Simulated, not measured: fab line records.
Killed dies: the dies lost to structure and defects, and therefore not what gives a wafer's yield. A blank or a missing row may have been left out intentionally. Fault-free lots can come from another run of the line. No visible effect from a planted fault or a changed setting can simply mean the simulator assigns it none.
A lot that was struck, set against a sound lot | flow n5-finfet | 23 out of 1938 route steps
Sound: the wafers L958.1, L958.3, L958.5. Wafers struck: L953.1, L953.2, L953.5. The cause comes at the end.
At each step with rows: each side's tool, then ch and its chambers, then its first start. Under that, the readings that differ: sound wafers | struck wafers | difference of the means | sigmas: that difference in standard deviations of wafers without a fault.
alike: readings whose means differ by less than 2 such deviations, and words and numbers that are the same on both sides. not compared: withheld readings, readings that some wafer has no value for, bounds like >300 that may hide the same value, and numbers for which the record gives no deviation and whose values overlap.
Wherever a step has rows on one side only, a row that says differs or no value, or a row with sigmas, the two part there. Numbers that have no deviation but don't overlap get no sigmas and don't part them. Lack of a reading on every wafer of one side parts them only where that side has two or more wafers.

first, 11 steps without rows for these wafers: N5_MOL_CONTACT_COAG_STRIP_93 (strips in N2/H2); N5_MOL_CONTACT_COAG_ETCHBACK_135 (etches SiO2 in CHF3, target depth 25 nm, time 16.7 s); N5_MOL_CONTACT_COAG_STRIP_118 (strips in CHF3); N5_MOL_CONTACT_COAG_VIA_ETCH_46 (etches SiO2 in C4F6/O2, target depth 46 nm, overetch 9.2 nm, time 40 s); N5_MOL_CONTACT_COAG_STRIP_96 (strips in N2/H2); N5_MOL_CONTACT_COAG_ETCH_47 (etches SiNx in CH3F/O2, stops on W, target depth 27 nm); N5_MOL_CONTACT_COAG_STRIP_119 (strips in N2/H2, time 30 s); N5_MOL_CONTACT_COAG_PRECLEAN_144 (cleans in alkaline clean, time 60 s); N5_MOL_CONTACT_COAG_SRD_145 (time 30 s); N5_MOL_CONTACT_COAG_COAT_62 (time 60 s, resist thk 60 nm); N5_MOL_CONTACT_COAG_COAT_63 (time 60 s, resist thk 10 nm).
N5_MOL_CONTACT_COAG_COAT_64: time 60 s, resist thk 10 nm.
  sound on litho-track-04 ch 0, day 9 12:38; struck on litho-track-01 ch 0, day 8 12:19
  reading                | sound                | struck               | difference | sigmas
  resist-line-temp-C (C) | 23.03 23.14 23.23    | 22.99 22.99 22.82    | -0.20      | -2
  spin-speed-rpm (rpm)   | 1500.0 1499.4 1497.7 | 1447.7 1446.9 1446.2 | -52.1      | -52
then, 7 steps without rows for these wafers: N5_MOL_CONTACT_COAG_COAT_34 (resist thk 40 nm); N5_MOL_CONTACT_COAG_EBR_36; N5_MOL_CONTACT_COAG_SOFTBAKE_35 (time 60 s); N5_MOL_CONTACT_COAG_EXPOSE_37 (exposes mask VD, defocus 0 nm); N5_MOL_CONTACT_COAG_PEB_38 (peb time 60 s); N5_MOL_CONTACT_COAG_DEVELOP_39 (develop time 30 s); N5_MOL_CONTACT_COAG_DESCUM_45 (chemistry O2, time 7 s).
N5_MOL_CONTACT_COAG_ETCH_65: etches underlayer in N2/H2, target depth 13 nm, time 10.4 s.
  sound on rie-diel-01 ch 0,2,3, day 9 13:29; struck on rie-diel-01 ch 1,3, day 8 12:45
  reading                  | sound          | struck            | difference | sigmas
  model.etch.depth-nm (nm) | 10 9.996 10.03 | 10.22 10.19 10.19 | +0.19      |
  alike: drypump-motor-current-A, etch-rf-on-time-s, oes-product-au, rf-vpp-V, showerhead-plenum-p-Torr, throttle-valve-pct
  not compared: rf-hours-counter-h
then, 1 step without rows for these wafers: N5_MOL_CONTACT_COAG_ETCH_66 (etches SiARC in CF4, target depth 13 nm, time 21.7 s).
-- the record jumps here: 3 days lie between the struck wafers' starts before and after (it left off in module MOL_CONTACT_COAG and takes up again in module BEOL_M4, whose first step shown is number 1111 of the route) --
N5_BEOL_M4_RC_MEAS_101:
  sound on prober-01 ch 0, day 12 11:43; struck on prober-01 ch 0, day 11 02:55
  reading        | sound             | struck            | difference | sigmas
  IOFF_N (nA/um) | 0.141 0.145 0.180 | 0.192 0.234 0.215 | +0.058     | +2
  IOFF_P (nA/um) | 0.18 0.18 0.21    | 0.34 0.35 0.33    | +0.15      | +4
  ION_P (uA/um)  | 453 449 445       | 482 481 479       | +32        | +4
  VT_N (mV)      | 254 252 251       | 247 242 247       | -7         | -2
  VT_P (mV)      | -254 -253 -254    | -240 -241 -241    | +13        | +3
  alike: DIBL_N, DIBL_P, ION_N, SS_N, SS_P
after that, 1 step had no rows for these wafers: N5_PASSIVATION_PROBE_49.

== WHERE THEY PART ==
Last at N5_BEOL_M4_RC_MEAS_101 as far as this record goes, first at N5_MOL_CONTACT_COAG_COAT_64.

WHY: what had been put in by the simulator
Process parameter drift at N5_MOL_CONTACT_COAG_COAT_64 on litho-track-01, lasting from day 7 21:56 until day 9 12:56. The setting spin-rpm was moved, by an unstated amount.
